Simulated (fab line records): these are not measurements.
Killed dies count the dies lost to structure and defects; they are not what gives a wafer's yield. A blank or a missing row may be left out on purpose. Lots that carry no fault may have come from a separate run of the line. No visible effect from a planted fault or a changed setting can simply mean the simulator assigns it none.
Matching of chambers :: flow n5_finfet :: 4 sister chambers for N5_BEOL_M14_DESCUM_33 on rie_diel-04
The step chemistry O2, time 7.9 s. 4 wafers are shown with their chamber, then 10 later ones without.

EACH WAFER AND ITS CHAMBER
wafer: L088.1
chamber: 3
showerhead_plenum_p_Torr (Torr): 2.20

wafer: L088.6
chamber: 0
showerhead_plenum_p_Torr (Torr): 2.02

wafer: L090.1
chamber: 1
showerhead_plenum_p_Torr (Torr): 2.21

wafer: L090.5
chamber: 2
showerhead_plenum_p_Torr (Torr): 2.09

WAFERS WHOSE CHAMBER IS MISSING
wafer: L090.6
showerhead_plenum_p_Torr (Torr): 2.21

wafer: L091.2
showerhead_plenum_p_Torr (Torr): 2.02

wafer: L091.3
showerhead_plenum_p_Torr (Torr): 2.20

wafer: L091.4
showerhead_plenum_p_Torr (Torr): 2.09

wafer: L093.2
showerhead_plenum_p_Torr (Torr): 2.02

wafer: L093.3
showerhead_plenum_p_Torr (Torr): 2.20

wafer: L093.4
showerhead_plenum_p_Torr (Torr): 2.20

wafer: L097.1
showerhead_plenum_p_Torr (Torr): 2.20

wafer: L097.2
showerhead_plenum_p_Torr (Torr): 2.09

wafer: L097.5
showerhead_plenum_p_Torr (Torr): 2.01

THE CHAMBER EACH PASSED THROUGH
wafer: L090.6
from the rows above: 1
in truth: 1

wafer: L091.2
from the rows above: 0
in truth: 0

wafer: L091.3
from the rows above: 3
in truth: 3

wafer: L091.4
from the rows above: 2
in truth: 2

wafer: L093.2
from the rows above: 0
in truth: 0

wafer: L093.3
from the rows above: 3
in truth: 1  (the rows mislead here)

wafer: L093.4
from the rows above: 3
in truth: 3

wafer: L097.1
from the rows above: 3
in truth: 3

wafer: L097.2
from the rows above: 2
in truth: 2

wafer: L097.5
from the rows above: 0
in truth: 0
9 of 10 placed correctly. Number that these rows cannot place: 0. Placed wrongly: 1.
How it was worked out, from the rows above alone: a wafer's distance from a chamber is the root of the sum, over the readings, of the square of ((its reading less the chamber's mean) divided by the reading's scatter). If the next closest chamber is less than 2 further off than the closest, the wafer can't be placed; otherwise it belongs to the closest. For every chamber, the mean is computed from those of its wafers that are shown. The scatter (one wafer shown for each chamber): square how far every hidden wafer sits from the nearest shown wafer, average those squares and take the square root.
